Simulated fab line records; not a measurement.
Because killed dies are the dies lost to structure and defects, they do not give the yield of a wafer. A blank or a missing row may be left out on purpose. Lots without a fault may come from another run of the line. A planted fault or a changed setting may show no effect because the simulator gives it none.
One fault through the eyes of 2 desks :: flow n5Finfet :: what lay behind the numbers comes last; until then each desk has only its own

== TOOL OWNER'S DESK, rieDiel-05 ==
The tool's own readings at N5_MOL_CONTACT_COAG_ETCH_91 (etches SOC in N2/H2, target depth 60 nm, overetch 21 nm, time 101.2 s): means of the sampled wafers that have a number, for each lot that ran on this tool. Marked OUT: a lot whose mean sits more than 4 standard deviations from the usual mean, which makes it out of limits; the brackets give that distance.
Columns: A = biasW at N5_MOL_CONTACT_COAG_ETCH_91, usual 150.0 W; B = chamberPressureMTorr at N5_MOL_CONTACT_COAG_ETCH_91, usual 29.998 mTorr; C = drypumpMotorCurrentA at N5_MOL_CONTACT_COAG_ETCH_91, usual 5.6 A; D = oesProductAu at N5_MOL_CONTACT_COAG_ETCH_91, usual 0.69 a.u.; E = rfVppV at N5_MOL_CONTACT_COAG_ETCH_91, usual 523.8 V; F = showerheadPlenumPTorr at N5_MOL_CONTACT_COAG_ETCH_91, usual 2.53 Torr; G = throttleValvePct at N5_MOL_CONTACT_COAG_ETCH_91, usual 17.86 %
lot: L258
first seen here: day 6 01:08
A: 150.2
B: 29.980
C: 5.2
D: 0.63
E: 522.5
F: 2.46
G: 17.94

lot: L255
first seen here: day 6 03:43
A: 149.7
B: 30.001
C: 5.6
D: 0.66
E: 522.7
F: 2.48
G: 17.86

lot: L261
first seen here: day 6 14:19
A: 149.7
B: 30.024
C: 5.6
D: 0.66
E: 522.3
F: 2.48
G: 17.86

lot: L274
first seen here: day 9 19:33
A: 150.1
B: 30.021
C: 5.6
D: 0.65
E: 524.6
F: 2.55
G: 17.90
This desk's verdict: no lot among the 4 shows anything out of limits.

== AT THE METROLOGY DESK ==
What the gauges read, lot by lot, whatever tool the lot ran on: means of the sampled wafers that have a number. Marked OUT: a lot whose mean sits more than 4 standard deviations from the usual mean, which makes it out of limits; the brackets give that distance. Shown here are 7 of its 12 readings, the ones lying furthest out on some lot.
Columns: A = cdNm at N5_MOL_CONTACT_COAG_CD_MEAS_99, usual 17.2 nm; B = DIBL_P at N5_BEOL_M4_RC_MEAS_101, usual 37.1 mV/V; C = IOFF_N at N5_BEOL_M4_RC_MEAS_101, usual 0.17 nA/um; D = IOFF_P at N5_BEOL_M4_RC_MEAS_101, usual 0.23 nA/um; E = SS_N at N5_BEOL_M4_RC_MEAS_101, usual 71.8 mV/dec; F = SS_P at N5_BEOL_M4_RC_MEAS_101, usual 73.6 mV/dec; G = VT_N at N5_BEOL_M4_RC_MEAS_101, usual 250 mV
lot: L258
first seen here: day 5 15:01
A: 18.1
B: 34.5
C: 0.14
D: 0.18
E: 70.9
F: 72.7
G: 251

lot: L255
first seen here: day 5 16:14
A: 17.3
B: 37.9
C: 0.19
D: 0.20
E: 72.0
F: 73.8
G: 249

lot: L261
first seen here: day 6 05:26
A: 16.6
B: 37.7
C: 0.18
D: 0.24
E: 71.8
F: 73.3
G: 250

lot: L264
first seen here: day 7 05:06
A: 17.4
B: -
C: -
D: -
E: -
F: -
G: -

lot: L265
first seen here: day 7 09:10
A: 17.5
B: -
C: -
D: -
E: -
F: -
G: -

lot: L266
first seen here: day 7 14:58
A: 16.8
B: -
C: -
D: -
E: -
F: -
G: -

lot: L274
first seen here: day 9 11:00
A: 16.7
B: 42.1
C: 0.25
D: 0.31
E: 73.7
F: 75.2
G: 244

lot: L275
first seen here: day 9 16:43
A: 17.1
B: 37.0
C: 0.16
D: 0.21
E: 71.3
F: 73.8
G: 250

lot: L277
first seen here: day 10 04:01
A: 17.2
B: 35.0
C: 0.16
D: 0.20
E: 71.5
F: 73.1
G: 249
This desk's verdict: no lot among the 9 shows anything out of limits.

== ALL TOGETHER ==
The tool owner's desk saw nothing out of limits.
At the metrology desk, nothing out of limits was observed.

== WHAT THE SIMULATOR HAD PUT IN ==
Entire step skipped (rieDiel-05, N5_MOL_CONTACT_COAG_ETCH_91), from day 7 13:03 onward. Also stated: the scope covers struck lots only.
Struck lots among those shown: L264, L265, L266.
